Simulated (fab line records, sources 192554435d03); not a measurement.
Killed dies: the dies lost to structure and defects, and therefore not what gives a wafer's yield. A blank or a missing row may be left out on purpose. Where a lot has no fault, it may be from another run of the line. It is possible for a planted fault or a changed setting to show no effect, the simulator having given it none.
Chamber matching | flow n5-finfet | rie-diel-03 running N5_FIN_SAQP_ETCH_69: 4 sister chambers
The step etches SOC in N2/H2, stops on SiNx, target depth 150 nm. 20 wafers are shown with their chamber, then 10 later ones without.

== WAFERS WITH THEIR CHAMBER ==
wafer  | chamber | showerhead-plenum-p-Torr (Torr) | throttle-valve-pct (%) | oes-product-au (a.u.)
L077.2 | 3       | 2.50                            | 18.02                  | 0.67
L077.3 | 2       | 2.47                            | 17.88                  | 0.78
L077.5 | 1       | 2.62                            | 18.22                  | 0.68
L078.1 | 3       | 2.50                            | 18.02                  | 0.67
L078.2 | 2       | 2.46                            | 17.87                  | 0.77
L078.5 | 2       | 2.46                            | 17.89                  | 0.77
L079.2 | 2       | 2.46                            | 17.90                  | 0.78
L079.4 | 1       | 2.62                            | 18.22                  | 0.68
L079.6 | 2       | 2.46                            | 17.90                  | 0.78
L080.1 | 0       | 2.47                            | 17.60                  | 0.85
L080.4 | 2       | 2.46                            | 17.91                  | 0.77
L080.5 | 0       | 2.47                            | 17.60                  | 0.85
L088.2 | 0       | 2.46                            | 17.62                  | 0.82
L088.3 | 1       | 2.61                            | 18.25                  | 0.66
L088.5 | 0       | 2.46                            | 17.64                  | 0.83
L090.1 | 2       | 2.45                            | 17.94                  | 0.75
L090.3 | 0       | 2.46                            | 17.63                  | 0.83
L090.4 | 2       | 2.45                            | 17.94                  | 0.76
L091.1 | 0       | 2.46                            | 17.64                  | 0.82
L091.2 | 2       | 2.45                            | 17.95                  | 0.75

SIGNATURES, as means of the wafers listed above
reading                  | chamber 0 | chamber 1 | chamber 2 | chamber 3 | scatter within a chamber
showerhead-plenum-p-Torr | 2.4633    | 2.6167    | 2.4578    | 2.5000    | 0.00589
throttle-valve-pct       | 17.6217   | 18.2300   | 17.9089   | 18.0200   | 0.0234
oes-product-au           | 0.8333    | 0.6733    | 0.7678    | 0.6700    | 0.0121
Rule: distance of a wafer from a chamber = root of the sum over the readings of ((wafer's reading minus chamber's mean) / reading's scatter) squared. The wafer belongs to the nearest chamber; if the next one is less than 2 further off, it can't be placed. The scatter: take each reading less its chamber's mean, square it, sum over the shown wafers, divide by the number of wafers less the number of chambers, and take the root.

== WAFERS WHOSE CHAMBER IS MISSING ==
wafer  | showerhead-plenum-p-Torr (Torr) | throttle-valve-pct (%) | oes-product-au (a.u.)
L091.6 | 2.45                            | 17.93                  | 0.75
L092.1 | 2.49                            | 17.65                  | 0.91
L092.2 | 2.45                            | 17.94                  | 0.75
L092.4 | 2.49                            | 17.67                  | 0.91
L094.3 | 2.45                            | 17.65                  | 0.81
L094.4 | 2.45                            | 17.96                  | 0.74
L094.5 | 2.49                            | 17.67                  | 0.89
L095.1 | 2.45                            | 17.96                  | 0.74
L095.2 | 2.45                            | 17.67                  | 0.81
L095.6 | 2.45                            | 17.96                  | 0.75

== WHICH CHAMBER EACH ONE RAN IN ==
wafer  | from the rows above | in truth
L091.6 | 2                   | 2
L092.1 | 0                   | 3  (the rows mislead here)
L092.2 | 2                   | 2
L092.4 | 0                   | 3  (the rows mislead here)
L094.3 | 0                   | 0
L094.4 | 2                   | 2
L094.5 | 0                   | 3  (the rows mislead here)
L095.1 | 2                   | 2
L095.2 | 0                   | 0
L095.6 | 2                   | 2
Correct placement for 7 of the 10. From these rows, 0 cannot be placed. Placed wrongly: 3.
